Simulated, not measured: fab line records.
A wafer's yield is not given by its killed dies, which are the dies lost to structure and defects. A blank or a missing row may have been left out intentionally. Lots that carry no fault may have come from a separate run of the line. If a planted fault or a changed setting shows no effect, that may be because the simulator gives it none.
Matching of chambers | flow n5 finfet | N5_BEOL_M13_ETCH_38 on rie diel-02 has 4 sister chambers
The step etches SiCN in CF4/N2, target depth 67.5 nm, time 71.9 s. 14 wafers are shown with their chamber, then 7 later ones without.

== WAFERS, EACH WITH ITS CHAMBER ==
wafer  | chamber | drypump motor current A (A) | showerhead plenum p Torr (Torr) | throttle valve pct (%)
L076.2 | 2       | 5.9                         | 2.20                            | 15.59
L076.5 | 0       | 5.6                         | 2.26                            | 15.12
L076.6 | 1       | 5.6                         | 2.11                            | 15.72
L078.1 | 0       | 5.6                         | 2.26                            | 15.13
L078.3 | 1       | 5.6                         | 2.11                            | 15.73
L078.6 | 2       | 5.9                         | 2.20                            | 15.59
L083.2 | 3       | 5.3                         | 2.23                            | 15.39
L083.3 | 2       | 5.9                         | 2.20                            | 15.62
L083.4 | 0       | 5.6                         | 2.26                            | 15.14
L089.1 | 1       | 5.6                         | 2.10                            | 15.75
L089.4 | 3       | 5.3                         | 2.22                            | 15.41
L089.6 | 2       | 5.9                         | 2.20                            | 15.62
L093.3 | 3       | 5.4                         | 2.22                            | 15.42
L093.4 | 2       | 5.9                         | 2.19                            | 15.65

SIGNATURES, as means of the wafers listed above
reading                  | chamber 0 | chamber 1 | chamber 2 | chamber 3 | scatter within a chamber
drypump motor current A  | 5.600     | 5.600     | 5.900     | 5.333     | 0.0258
showerhead plenum p Torr | 2.2600    | 2.1067    | 2.1980    | 2.2233    | 0.00462
throttle valve pct       | 15.1300   | 15.7333   | 15.6140   | 15.4067   | 0.0191
Rule: a wafer's distance from a chamber is the root of the sum, over the readings, of the square of ((its reading less the chamber's mean) divided by the reading's scatter). The wafer belongs to the nearest chamber; if the next one is less than 2 further off, it can't be placed. The scatter: take each reading less its chamber's mean, square it, sum over the shown wafers, divide by the number of wafers less the number of chambers, and take the root.

== WAFERS MISSING THEIR CHAMBER ==
wafer  | drypump motor current A (A) | showerhead plenum p Torr (Torr) | throttle valve pct (%)
L093.5 | 5.6                         | 2.10                            | 15.78
L096.1 | 5.3                         | 2.22                            | 15.42
L096.2 | 5.6                         | 2.10                            | 15.78
L096.6 | 5.6                         | 2.10                            | 15.78
L097.1 | 5.6                         | 2.09                            | 15.78
L097.3 | 5.6                         | 2.25                            | 15.18
L097.5 | 5.6                         | 2.09                            | 15.79

== CHAMBER TAKEN BY EACH ==
wafer  | from the rows above | in truth
L093.5 | 1                   | 1
L096.1 | 3                   | 3
L096.2 | 1                   | 1
L096.6 | 1                   | 1
L097.1 | 1                   | 1
L097.3 | 0                   | 0
L097.5 | 1                   | 1
Correct placement for 7 of the 7. From these rows, 0 cannot be placed. Wrongly placed: 0.
